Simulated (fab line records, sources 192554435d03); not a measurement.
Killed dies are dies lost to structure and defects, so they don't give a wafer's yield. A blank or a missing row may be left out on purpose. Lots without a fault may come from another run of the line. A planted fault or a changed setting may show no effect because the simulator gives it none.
fab line records | flow n5_finfet
record lots=5 wafers=15 last_day=17
route steps=1938 shown BEOL_M10@1500 PASSIVATION@1936
lots that met no fault: from a run of the same line without faults
start_h: hours from the record's first day to the start of the lot's first wafer shown | wait_h: hours since the lot's step before | " the same as in the row above | L1.1+2: a row that stands for several wafers | - no value, or no start given | * or withheld: withheld | < > ~ a bound
route shown NAME@n: a module of which the file shows steps, and the number in the route of the first | usual: mean/standard deviation of fault-free wafers | same: alike in all rows | chamber/n: place in a boat | sites: the reading at each site | _std_site: their standard deviation | _edge_site: outer sites' mean less inner sites' | radius_mm: how far each site lies from the wafer's centre | mask NAME#n: copy n | behind: the tool/chamber that last shaped the wafer | hold: why the lot was held/for how many hours/how that ended | device: the transistor (n, p or np) that didn't switch | end of line: the same wafers' tests at the end of the route | a step without rows: its recipe alone | killed: dies lost to structure and defects at the first sort, not the wafer's yield | map: a wafer's dies, x killed, . not, _ none there
set.NAME: the setting as run; set.NAME@STEP: as run at that earlier step | model.NAME: the simulator's own value behind a step, which no gauge read
lots at some steps of the route; a table a step, a row a wafer
services: from which hour (start_h, from the record's first day; less than 0 if before it) a tool's chamber was out of use, for how many hours, and why
## steps
# step N5_BEOL_M10_PEB_26
# recipe peb_temp_c=withheld peb_time_s=60 resist=CAR-ArF
# step N5_BEOL_M10_DEVELOP_27
# recipe develop_time_s=30 developer=TMAH resist=CAR-ArF rinse_liquid=diw dry=air_spin dev_temp_c=23
# step N5_BEOL_M10_CD_MEAS_28
# recipe target_cd_nm=70 landing_energy_ev=500 detector=se_inlens polarity=opening
# usual cd_nm=70.3/0.95
# columns lot.wafer tool chamber start_h wait_h cd_nm
L457.1 cd_sem-01 0 238.30 - 69.3
L457.3 " 0 " " 70.0
L457.5 " 0 " " 70.3
L461.3 cd_sem-03 0 250.65 - 71.7
L461.4 " 0 " " 72.4
L461.5 " 0 " " 71.6
L464.1 cd_sem-03 0 289.49 - 70.9
L464.4 " 0 " " 71.1
L464.6 " 0 " " 70.4
L465.2 cd_sem-02 0 289.54 - 71.3
L465.3 " 0 " " 70.4
L465.4 " 0 " " 69.0
L475.2 cd_sem-03 0 350.18 - 69.2
L475.3 " 0 " " 69.8
L475.6 " 0 " " 71.7
# step N5_BEOL_M10_OVL_MEAS_29
# recipe points_per_wafer=44
# usual V9_OVL=0.0/0.76
# columns lot.wafer tool chamber start_h wait_h V9_OVL[nm]
L457.1 overlay-02 0 238.33 0.0 0.0
L457.3 " 0 " " -0.1
L457.5 " 0 " " -0.1
L461.3 overlay-02 0 250.68 0.0 0.7
L461.4 " 0 " " -0.5
L461.5 " 0 " " -0.4
L464.1 overlay-02 0 289.52 0.0 1.2
L464.4 " 0 " " 1.2
L464.6 " 0 " " 0.8
L465.2 overlay-01 0 289.57 0.0 0.1
L465.3 " 0 " " 0.0
L465.4 " 0 " " -0.3
L475.2 overlay-01 0 350.21 0.0 0.9
L475.3 " 0 " " 0.3
L475.6 " 0 " " -0.1
# step N5_BEOL_M10_INSPECT_30
# recipe mode=adi inspect_instrument=brightfield
# usual raw_defect_count=408/84
# columns lot.wafer tool chamber start_h wait_h raw_defect_count
L457.1 defect_inspect-02 - 238.35 0.0 397
L457.3 " - " " 361
L457.5 " - " " 430
L461.3 defect_inspect-02 - 250.71 0.0 272
L461.4 " - " " 425
L461.5 " - " " 335
L464.1 defect_inspect-01 - 289.55 0.0 367
L464.4 " - " " 489
L464.6 " - " " 424
L465.2 defect_inspect-02 - 289.59 0.0 374
L465.3 " - " " 416
L465.4 " - " " 341
L475.2 defect_inspect-02 - 350.24 0.0 644
L475.3 " - " " 536
L475.6 " - " " 462
# step N5_BEOL_M10_DESCUM_33
# recipe chemistry=O2 time_s=7.9 source_power_w=50 bias_power_w=20 pressure_mtorr=20 rf_frequency_hz=2.712e+07 temp_c=40 resist=CAR-ArF o2_flow_sccm=225
# usual drypump_motor_current_A=5.6/0.39 oes_product_au=0.81/0.093 rf_vpp_V=243.4/1.5 showerhead_plenum_p_Torr=2.11/0.081 throttle_valve_pct=20.26/0.19
# columns lot.wafer tool chamber start_h wait_h drypump_motor_current_A oes_product_au rf_hours_counter_h rf_vpp_V showerhead_plenum_p_Torr throttle_valve_pct
L457.1 rie_diel-04 3 238.39 0.0 5.8 0.72 187 242.9 2.06 20.16
L457.3 " 2 " " 5.7 0.81 94 241.3 2.03 20.19
L457.5 " 3 " " 5.8 0.72 - 243.6 2.06 20.19
L461.3 rie_diel-04 0 250.74 0.0 5.7 0.88 52 245.4 2.21 20.15
L461.4 " 3 " " 5.8 0.71 193 244.2 2.06 20.17
L461.5 " 0 " " 5.7 0.87 - 243.8 2.21 20.16
L464.1 rie_diel-02 1 289.61 0.1 5.7 0.73 181 242.3 1.99 20.34
L464.4 " 3 " " 5.7 0.91 20 243.8 2.14 19.89
L464.6 " 1 " " 5.6 0.73 - 240.9 1.99 20.34
L465.2 rie_diel-04 0 290.09 0.5 5.7 0.87 66 246.2 2.20 20.17
L465.3 " 2 " " 5.8 0.79 113 244.1 2.02 20.23
L465.4 " 3 " " 5.8 0.71 206 243.0 2.06 20.21
L475.2 rie_diel-02 3 350.27 0.0 5.6 0.87 43 243.5 2.13 19.94
L475.3 " 1 " " 5.6 0.71 200 242.9 1.99 20.37
L475.6 " 1 " " 5.6 0.72 - 242.4 1.99 20.36
# step N5_BEOL_M10_ETCH_65
# recipe chemistry=CF4 target=SiARC target_depth_a=390 mask_material=CAR-ArF time_s=65 ion_energy_ev=80 pressure_mtorr=40 source_w=545 bias_w=36 Ar_flow_sccm=100 cf4_flow_sccm=100 ends=cleared
# usual bias_w=36.00/0.099 drypump_motor_current_A=5.6/0.39 etch_rf_on_time_s=64.6/1.5 oes_product_au=0.69/0.078 rf_vpp_V=184.3/1.3 showerhead_plenum_p_Torr=2.17/0.074 throttle_valve_pct=15.51/0.18
# columns lot.wafer tool chamber start_h wait_h bias_w drypump_motor_current_A etch_rf_on_time_s oes_product_au rf_hours_counter_h rf_vpp_V showerhead_plenum_p_Torr throttle_valve_pct
L457.1 rie_diel-04 3 238.42 0.0 35.95 5.8 64.4 0.62 187 185.2 2.14 15.61
L457.3 " 2 " " 35.97 5.8 64.7 0.70 94 182.8 2.09 15.48
L457.5 " 3 " " 36.11 5.8 64.8 0.61 - 184.4 2.14 15.59
L461.3 rie_diel-04 0 250.77 0.0 35.96 5.7 65.2 0.74 52 185.5 2.25 15.35
L461.4 " 3 " " 35.91 5.8 65.4 0.61 193 183.5 2.14 15.59
L461.5 " 0 " " 35.95 5.7 65.7 0.74 - 184.2 2.25 15.35
L464.1 rie_diel-02 1 289.65 0.0 36.04 5.7 64.0 0.64 181 183.7 2.05 15.60
L464.4 " 3 " " 36.00 5.7 61.8 0.79 20 185.0 2.20 15.17
L464.6 " 1 " " 36.10 5.6 64.0 0.64 - 182.3 2.05 15.59
L465.2 rie_diel-04 0 290.13 0.0 36.08 5.8 66.3 0.73 66 185.6 2.25 15.37
L465.3 " 2 " " 35.91 5.7 67.6 0.66 113 182.8 2.08 15.53
L465.4 " 3 " " 35.97 5.8 66.1 0.60 206 184.4 2.13 15.62
L475.2 rie_diel-02 3 350.31 0.0 36.27 5.6 61.9 0.75 43 185.4 2.19 15.21
L475.3 " 1 " " 36.17 5.7 64.7 0.62 200 183.6 2.05 15.63
L475.6 " 1 " " 36.02 5.6 64.4 0.62 - 181.5 2.05 15.62
# step N5_BEOL_M10_ETCH_66
# recipe chemistry=N2/H2 target=SOC target_depth_a=1200 overetch_a=240 mask_material=SiARC temp_c=40 time_s=180 ion_energy_ev=200 pressure_mtorr=30 source_w=840 bias_w=150 n2_flow_sccm=200 h2_flow_sccm=200
# usual bias_w=150.0/0.45 drypump_motor_current_A=5.7/0.39 oes_product_au=0.65/0.069 rf_vpp_V=524.5/2.8 showerhead_plenum_p_Torr=2.57/0.1 throttle_valve_pct=17.75/0.17
# columns lot.wafer tool chamber start_h wait_h bias_w drypump_motor_current_A oes_product_au rf_hours_counter_h rf_vpp_V showerhead_plenum_p_Torr throttle_valve_pct
L457.1 rie_diel-04 3 238.47 0.0 149.1 5.8 0.58 187 523.5 2.54 17.91
L457.3 " 2 " " 149.7 5.8 0.65 94 521.7 2.46 17.51
L457.5 " 3 " " 149.1 5.8 0.59 - 522.8 2.54 17.92
L461.3 rie_diel-04 0 250.82 0.0 149.9 5.7 0.71 52 527.1 2.70 17.74
L461.4 " 3 " " 149.6 5.8 0.58 193 521.5 2.53 17.94
L461.5 " 0 " " 150.1 5.7 0.71 - 527.5 2.70 17.74
L464.1 rie_diel-02 1 289.70 0.0 149.8 5.7 0.60 181 520.5 2.43 17.80
L464.4 " 3 " " 150.5 5.7 0.72 20 527.4 2.61 17.48
L464.6 " 1 " " 149.5 5.7 0.60 - 519.8 2.43 17.80
L465.2 rie_diel-04 0 290.18 0.0 150.5 5.7 0.69 66 527.6 2.70 17.78
L465.3 " 2 " " 150.3 5.8 0.64 113 520.6 2.45 17.55
L465.4 " 3 " " 149.8 5.8 0.57 207 523.0 2.53 17.95
L475.2 rie_diel-02 3 350.36 0.0 149.9 5.7 0.69 43 524.7 2.60 17.51
L475.3 " 1 " " 150.6 5.7 0.59 200 519.5 2.42 17.83
L475.6 " 1 " " 149.6 5.6 0.59 - 519.3 2.42 17.84
# step N5_BEOL_M10_STRIP_69
# recipe chemistry=N2/H2 temp_c=40 n2_flow_sccm=200 h2_flow_sccm=200 rf_frequency_hz=6e+07
# step N5_BEOL_M10_VIA_ETCH_34
# recipe chemistry=C4F6/O2 target=SiCOH_lowk target_depth_a=1845 mask_material=SOC taper_deg=4 time_s=69.2 ion_energy_ev=250 pressure_mtorr=30 source_w=345 bias_w=185 Ar_flow_sccm=300 C4F6_flow_sccm=10 O2_flow_sccm=10
# usual bias_w=185.0/0.54 drypump_motor_current_A=5.7/0.39 oes_product_au=0.80/0.092 rf_vpp_V=663/11 showerhead_plenum_p_Torr=2.88/0.095 throttle_valve_pct=20.82/0.17
# columns lot.wafer tool chamber start_h wait_h bias_w drypump_motor_current_A oes_product_au rf_hours_counter_h rf_vpp_V showerhead_plenum_p_Torr throttle_valve_pct
L457.1 rie_diel-04 3 238.59 0.0 185.9 5.8 0.72 187 660 2.85 20.93
L457.3 " 2 " " 184.5 5.7 0.80 94 653 2.79 20.84
L457.5 " 3 " " 185.8 5.8 0.72 - 660 2.85 20.90
L461.3 rie_diel-04 0 250.95 0.0 184.3 5.7 0.88 52 680 2.98 20.58
L461.4 " 3 " " 185.1 5.8 0.72 193 662 2.85 20.93
L461.5 " 0 " " 184.5 5.7 0.87 - 679 2.98 20.60
L464.1 rie_diel-02 1 289.82 0.0 185.2 5.6 0.74 181 664 2.74 20.91
L464.4 " 3 " " 185.1 5.7 0.92 20 665 2.93 20.52
L464.6 " 1 " " 185.3 5.6 0.74 - 664 2.74 20.90
L465.2 rie_diel-04 0 290.30 0.0 184.9 5.7 0.85 66 680 2.98 20.60
L465.3 " 2 " " 185.4 5.8 0.78 113 652 2.78 20.87
L465.4 " 3 " " 184.4 5.8 0.70 207 659 2.84 20.94
L475.2 rie_diel-02 3 350.48 0.0 185.6 5.7 0.87 43 666 2.92 20.55
L475.3 " 1 " " 184.6 5.7 0.72 200 663 2.73 20.93
L475.6 " 1 " " 185.2 5.7 0.72 - 664 2.73 20.94
# step N5_BEOL_M10_STRIP_73
# recipe chemistry=C4F6/O2 resist=SiARC rf_frequency_hz=6e+07
# step N5_BEOL_M10_STRIP_36
# recipe chemistry=N2/H2 power_w=450 temp_c=40 pressure_mtorr=20 rf_frequency_hz=6e+07 overash_fraction=0.3 bias_power_w=7 h2_frac=0.5 n2_flow_sccm=200 h2_flow_sccm=200
# usual drypump_motor_current_A=5.7/0.39 oes_product_au=0.80/0.094 rf_vpp_V=59.0/1.9 showerhead_plenum_p_Torr=2.57/0.1 throttle_valve_pct=23.61/0.22
# columns lot.wafer tool chamber start_h wait_h drypump_motor_current_A oes_product_au rf_hours_counter_h rf_vpp_V showerhead_plenum_p_Torr throttle_valve_pct
L457.1 rie_diel-04 3 238.66 0.0 5.8 0.71 187 57.9 2.53 23.86
L457.3 " 2 " " 5.8 0.82 94 60.7 2.46 23.13
L457.5 " 3 " " 5.8 0.72 - 55.9 2.53 23.91
L461.3 rie_diel-04 0 251.01 0.0 5.7 0.87 52 59.7 2.70 23.69
L461.4 " 3 " " 5.8 0.71 193 58.3 2.53 23.87
L461.5 " 0 " " 5.7 0.87 - 59.5 2.70 23.70
L464.1 rie_diel-02 1 289.88 0.0 5.6 0.75 181 60.1 2.42 23.67
L464.4 " 3 " " 5.7 0.90 20 60.1 2.61 23.41
L464.6 " 1 " " 5.7 0.73 - 61.9 2.42 23.68
L465.2 rie_diel-04 0 290.37 0.0 5.7 0.85 66 61.6 2.69 23.71
L465.3 " 2 " " 5.8 0.77 113 59.4 2.45 23.10
L465.4 " 3 " " 5.8 0.71 207 56.6 2.52 23.88
L475.2 rie_diel-02 3 350.54 0.0 5.7 0.88 43 56.5 2.60 23.41
L475.3 " 1 " " 5.7 0.71 200 58.6 2.42 23.71
L475.6 " 1 " " 5.7 0.72 - 56.3 2.41 23.66
# step N5_BEOL_M10_TRENCH_ETCH_37
# recipe chemistry=C4F6/O2 target_depth_a=1488.3 target=SiCOH_lowk time_s=48 ion_energy_ev=250 pressure_mtorr=30 source_w=345 bias_w=185 Ar_flow_sccm=300 C4F6_flow_sccm=10 O2_flow_sccm=10
# usual bias_w=185.0/0.58 drypump_motor_current_A=5.7/0.39 oes_product_au=0.80/0.092 rf_vpp_V=663/11 showerhead_plenum_p_Torr=2.88/0.095 throttle_valve_pct=20.84/0.17
# columns lot.wafer tool chamber start_h wait_h bias_w drypump_motor_current_A oes_product_au rf_hours_counter_h rf_vpp_V showerhead_plenum_p_Torr throttle_valve_pct
L457.1 rie_diel-04 3 238.70 - 184.6 5.8 0.72 188 661 2.85 20.95
L457.3 " 2 " " 183.8 5.8 0.80 94 652 2.79 20.87
L457.5 " 3 " " 184.7 5.8 0.73 - 661 2.85 20.94
L461.3 rie_diel-04 0 251.05 - 185.7 5.7 0.88 52 679 2.98 20.62
L461.4 " 3 " " 184.7 5.8 0.72 193 659 2.85 20.93
L461.5 " 0 " " 184.5 5.7 0.87 - 679 2.98 20.60
L464.1 rie_diel-02 1 289.92 - 186.2 5.6 0.74 181 664 2.74 20.93
L464.4 " 3 " " 184.2 5.6 0.93 20 667 2.93 20.54
L464.6 " 1 " " 185.0 5.6 0.75 - 665 2.74 20.93
L465.2 rie_diel-04 0 290.41 - 185.4 5.8 0.86 66 680 2.98 20.64
L465.3 " 2 " " 197.8 5.8 0.78 113 688 2.78 20.90
L465.4 " 3 " " 185.3 5.8 0.70 207 661 2.84 20.97
L475.2 rie_diel-02 3 350.58 - 184.1 5.7 0.88 43 667 2.92 20.57
L475.3 " 1 " " 185.6 5.7 0.72 200 664 2.73 20.97
L475.6 " 1 " " 185.7 5.7 0.72 - 663 2.73 20.96
# step N5_BEOL_M10_ETCH_41
# recipe chemistry=CH3F/O2 target=SiCN target_depth_a=426 taper_deg=2 time_s=86 ion_energy_ev=120 mask_material=TiN pressure_mtorr=30 source_w=395 bias_w=75 Ar_flow_sccm=150 CH3F_flow_sccm=30 O2_flow_sccm=20
# step N5_PASSIVATION_PROBE_49
# usual defect_limited_yield=91.1/1.4 killed_at_M0_to_M3=32/9.3 killed_at_M4_up=13/5.8 killed_at_contacts=12/6.3 killed_at_front_end=44/12 killed_at_other=3.6/2.7 killed_dies=104/17 killed_open=69/13 killed_short=34/6.9 sort_bin_5_function=5.2/0.98 sort_bin_6_memory=3.3/0.59 sort_n_pass=1075/17 sort_yield_pct=91.1/1.4
# same gross_dies=1180 killed_at_back_side=0 sort_bin_4_leakage[%]=0 sort_bin_8_speed[%]=0
# columns lot.wafer tool chamber start_h wait_h defect_limited_yield[%] killed_at_M0_to_M3 killed_at_M4_up killed_at_contacts killed_at_front_end killed_at_other killed_dies killed_open killed_short sort_bin_5_function[%] sort_bin_6_memory[%] sort_n_pass sort_yield_pct[%]
L461.3 prober-01 - 308.06 0.1 90.8 29 5 13 61 0 108 65 42 6.4 2.5 1072 90.8
L461.4 prober-01 - 308.11 0.2 91.6 24 6 3 65 1 99 62 36 4.7 3.4 1081 91.6
L461.5 prober-01 - 308.16 0.2 89.9 25 6 11 73 4 119 82 31 6.1 3.3 1061 89.9
L465.2 prober-02 - 340.37 0.1 90.3 45 11 11 46 2 115 76 38 6.7 2.8 1065 90.3
L465.3 prober-02 - 340.42 0.1 91.2 28 13 7 49 7 104 63 39 5.3 3.0 1076 91.2
L465.4 prober-02 - 340.47 0.2 93.6 14 9 16 33 4 76 42 33 3.7 2.2 1104 93.6
L475.2 prober-02 - 396.23 0.1 91.0 39 23 8 21 15 106 69 37 4.7 3.9 1074 91.0
L475.3 prober-02 - 396.28 0.1 93.0 24 13 6 34 6 83 52 30 4.4 2.2 1097 93.0
L475.6 prober-02 - 396.43 0.3 91.0 37 8 11 40 10 106 74 32 6.1 2.6 1074 91.0
# killed by level:class
L461.3 STI_FIN_REVEAL:geometric_particle:open=17 MOL_CONTACT_COAG:geometric_particle:open=9 FIN_SAQP:geometric_particle:open=8 STI_FIN_REVEAL:geometric_particle:short=8 BEOL_M0_SAQP:geometric_particle:short=8 FIN_SAQP:geometric_particle:short=6 GATE_CUT:geometric_particle:short=6 BEOL_M3:geometric_particle:open=5
L461.4 STI_FIN_REVEAL:geometric_particle:open=22 GATE_CUT:geometric_particle:open=7 GATE_CUT:geometric_particle:short=7 BEOL_M0_SAQP:geometric_particle:open=7 FIN_SAQP:geometric_particle:short=6 SPACER0:geometric_particle:open=6 SPACER0:geometric_particle:short=5 BEOL_M0_SAQP:geometric_particle:short=5
L461.5 STI_FIN_REVEAL:geometric_particle:open=27 FIN_SAQP:geometric_particle:open=12 MOL_CONTACT_COAG:geometric_particle:open=10 FIN_SAQP:geometric_particle:short=7 BEOL_M0_SAQP:geometric_particle:open=7 BEOL_M0_SAQP:geometric_particle:short=6 BEOL_M2:geometric_particle:open=6 HKMG_FIN:area_etch=6
L465.2 STI_FIN_REVEAL:geometric_particle:open=14 MOL_CONTACT_COAG:geometric_particle:open=10 BEOL_M0_SAQP:geometric_particle:open=10 FIN_SAQP:geometric_particle:short=8 FIN_SAQP:geometric_particle:open=7 BEOL_M0_SAQP:geometric_particle:short=7 BEOL_M3:geometric_particle:open=7 BEOL_M2:geometric_particle:open=6
L465.3 FIN_SAQP:geometric_particle:open=11 FIN_SAQP:geometric_particle:short=11 STI_FIN_REVEAL:geometric_particle:open=9 MOL_CONTACT_COAG:geometric_particle:open=7 STI_FIN_REVEAL:geometric_particle:short=6 BEOL_M0_SAQP:geometric_particle:open=6 BEOL_M5:geometric_particle:open=5 PASS1_CAP:geometric_particle:short=5
L465.4 MOL_CONTACT_COAG:geometric_particle:open=12 FIN_SAQP:geometric_particle:open=8 FIN_SAQP:geometric_particle:short=8 MOL_CONTACT_COAG:geometric_particle:short=4 BEOL_M0_SAQP:geometric_particle:short=4 STI_FIN_REVEAL:geometric_particle:open=3 PASS1_CAP:geometric_particle:short=3 STARTING-WAFER:geometric_particle:open=3
L475.2 BEOL_M2:geometric_particle:open=10 FIN_SAQP:geometric_particle:short=7 BEOL_M2:geometric_particle:short=7 MOL_CONTACT_COAG:geometric_particle:open=7 BEOL_M5:geometric_particle:open=7 BEOL_M0:geometric_particle:open=5 BEOL_M3:geometric_particle:open=5 BEOL_M4:geometric_particle:short=5
L475.3 FIN_SAQP:geometric_particle:open=6 STI_FIN_REVEAL:geometric_particle:open=6 BEOL_M0_SAQP:geometric_particle:short=6 BEOL_M2:geometric_particle:open=5 BEOL_M3:geometric_particle:open=5 DUMMY_GATE:geometric_particle:short=4 BEOL_M0_SAQP:geometric_particle:open=4 DUMMY_GATE:geometric_particle:open=3
L475.6 DUMMY_GATE:geometric_particle:open=12 MOL_CONTACT_COAG:geometric_particle:open=10 BEOL_M3:geometric_particle:open=10 FIN_SAQP:geometric_particle:open=7 BEOL_M2:geometric_particle:open=5 BEOL_M0_SAQP:geometric_particle:open=5 STI_FIN_REVEAL:geometric_particle:open=4 BEOL_M0:geometric_particle:short=4
## services
# columns tool chamber start_h hours kind
rie_diel-02 3 223.86 - clean
rie_diel-02 3 223.86 - consumable_replace:focus_ring
rie_diel-02 3 223.86 20.6 scheduled_down
rie_diel-02 3 223.86 20.6 vent_cycle
rie_diel-02 2 244.49 - clean
rie_diel-02 2 244.49 - consumable_replace:focus_ring
rie_diel-02 2 244.49 - consumable_replace:showerhead
rie_diel-02 2 244.49 30.8 scheduled_down
rie_diel-02 2 244.49 30.8 vent_cycle
rie_diel-02 1 300.39 15.4 repair
rie_diel-02 3 305.25 2.1 repair
rie_diel-04 1 308.27 2.9 repair
rie_diel-04 0 311.57 9.9 repair
rie_diel-02 0 338.41 - clean
rie_diel-02 0 338.41 - consumable_replace:focus_ring
rie_diel-02 0 338.41 14.4 scheduled_down
rie_diel-02 0 338.41 14.4 vent_cycle
rie_diel-04 3 346.23 10.6 repair
## key
first_sign step=N5_BEOL_M10_TRENCH_ETCH_37 reading=bias_w direction=up sigmas=22 usual=* struck=*
effect none on later readings
met_at N5_BEOL_M10_TRENCH_ETCH_37
struck_wafers L465.3
onset_between 238.70 290.41
fault kind=process_parameter_drift tool=rie_diel-04 chamber=2 onset_h=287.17 steps=N5_BEOL_M10_TRENCH_ETCH_37 channel=bias_w offset=* shape=step end_h=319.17 acts_in=* stated=*
